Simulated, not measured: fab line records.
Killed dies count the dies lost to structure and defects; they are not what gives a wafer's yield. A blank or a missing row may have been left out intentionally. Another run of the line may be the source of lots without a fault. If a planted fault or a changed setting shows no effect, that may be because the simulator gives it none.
A lot that was struck, set against a sound lot	flow n5_finfet	15 out of 1938 route steps
Sound: the wafers L722.1, L722.4, L722.6. Wafers L731.2, L731.4, L731.6 were the ones struck. The cause is named last.
Per side, at each step with rows, come the tool, then ch with its chambers, and then its first start. Under that, the readings that differ: sound wafers	struck wafers	difference of the means	sigmas: that difference in standard deviations of wafers without a fault.
alike: a reading whose means differ by less than 2 such deviations, as well as words and numbers matching on both sides. not compared: withheld readings; readings where some wafer has no value; bounds like >300 that might hide an equal value; numbers whose values overlap and for which the record gives no deviation.
The two part at a step that has a row with sigmas, a row that says differs or no value, or rows on one side only. Numbers that don't overlap but have no deviation are shown without sigmas and don't part them. Lack of a reading on every wafer of one side parts them only where that side has two or more wafers.

N5_BEOL_M0_SAQP_INSPECT_16: inspects for defects (brightfield).
  sound: defect_inspect-02 at day 7 05:40; struck: defect_inspect-01 at day 9 11:34
  alike: raw_defect_count
N5_BEOL_M0_SAQP_DESCUM_19: chemistry O2, time 7.9 s.
  sound on rie_diel-01 ch 1,2,3, day 7 05:50; struck on rie_diel-03 ch 0,1,2, day 9 12:34
  alike: drypump_motor_current_A, oes_product_au, rf_vpp_V, showerhead_plenum_p_Torr, throttle_valve_pct
  not compared: rf_hours_counter_h
N5_BEOL_M0_SAQP_ETCH_83: etches SiARC in CF4, target depth 39 nm, time 65 s.
  sound on rie_diel-01 ch 1,2,3, day 7 05:52; struck on rie_diel-03 ch 0,1,2, day 9 12:35
  alike: drypump_motor_current_A, etch_rf_on_time_s, oes_product_au, rf_vpp_V, showerhead_plenum_p_Torr, throttle_valve_pct
  not compared: rf_hours_counter_h
then, 4 steps without rows for these wafers: N5_BEOL_M0_SAQP_ETCH_84 (etches SOC in N2/H2, target depth 100 nm, overetch 20 nm, time 150 s); N5_BEOL_M0_SAQP_STRIP_80 (strips in N2/H2); N5_BEOL_M0_SAQP_HM_OPEN_112 (chemistry CHF3/O2, target SiO2, stops on a-Si, target depth 12 nm, time 13.5 s); N5_BEOL_M0_SAQP_STRIP_113 (strips in CHF3/O2).
N5_BEOL_M0_SAQP_MANDREL_ETCH_20: etches a-Si in HBr/Cl2, stops on SiNx, target depth 60 nm, bt time 10 s, time 30 s.
  sound on rie_si-05 ch 2,3, day 7 06:07; struck on rie_si-04 ch 0,1,3, day 9 12:50
  alike: drypump_motor_current_A, oes_product_au, throttle_valve_pct
  not compared: rf_hours_counter_h
then, 3 steps without rows for these wafers: N5_BEOL_M0_SAQP_STRIP_86 (strips in N2/H2); N5_BEOL_M0_SAQP_STRIP_115 (strips in post etch residue remover, time 60 s); N5_BEOL_M0_SAQP_SRD_93 (time 30 s).
N5_BEOL_M0_SAQP_RECESS_114: chemistry HF/NH3, target SiO2, target depth 14.4 nm, afs cycles 3, sublimation time 60 s.
  sound on vapor_etch-02 ch 1, day 7 06:21; struck on vapor_etch-01 ch 0,1, day 9 13:16
reading	sound	struck	difference	sigmas
drypump_motor_current_A (A)	5.0 5.0 5.0	5.7 5.6 5.7	+0.7	+2
  alike: foreline_p_Torr
N5_BEOL_M0_SAQP_SPACER1_ALD_98: deposits SiO2, target thk 12.8 nm, pulse time 1 s, purge time 2 s.
  sound on ald_sin-01 ch 0,2,3, day 7 06:44; struck on ald_sin-01 ch 0,3, day 9 13:39
reading	sound	struck	difference	sigmas
chamber_pressure_Torr (Torr)	2.007 2.007 2.001	2.001 1.994 1.990	-0.010	-2
susceptor_temp_C (C)	300.12 300.41 299.86	304.24 304.35 304.37	+4.19	+22
  alike: heater_power_w, precursor_pulse_height_rel
N5_BEOL_M0_SAQP_SPACER1_ETCHBACK_99: etches SiO2 in CHF3/O2, target depth 15.4 nm, time 7.7 s.
  sound on rie_diel-01 ch 2,3, day 7 07:13; struck on rie_diel-02 ch 0,3, day 9 14:07
  alike: O2_flow_sccm, drypump_motor_current_A, oes_product_au, rf_vpp_V, showerhead_plenum_p_Torr, throttle_valve_pct
  not compared: rf_hours_counter_h
-- the record jumps here: 3 days lie between the struck wafers' starts before and after (it left off in module BEOL_M0_SAQP and takes up again in module BEOL_M4, whose first step shown is number 1111 of the route) --
N5_BEOL_M4_RC_MEAS_101:
  sound on prober-02 ch 0, day 9 07:37; struck on prober-02 ch 0, day 12 20:07
  alike: DIBL_N, DIBL_P, IOFF_N, IOFF_P, ION_N, ION_P, SS_N, SS_P, VT_N, VT_P

== WHERE THEY PART ==
Earliest at N5_BEOL_M0_SAQP_RECESS_114; latest, in this record, at N5_BEOL_M0_SAQP_SPACER1_ALD_98. Later steps at which nothing parts them and some readings are alike: N5_BEOL_M0_SAQP_SPACER1_ETCHBACK_99, N5_BEOL_M4_RC_MEAS_101.

WHY: what the simulator had put in
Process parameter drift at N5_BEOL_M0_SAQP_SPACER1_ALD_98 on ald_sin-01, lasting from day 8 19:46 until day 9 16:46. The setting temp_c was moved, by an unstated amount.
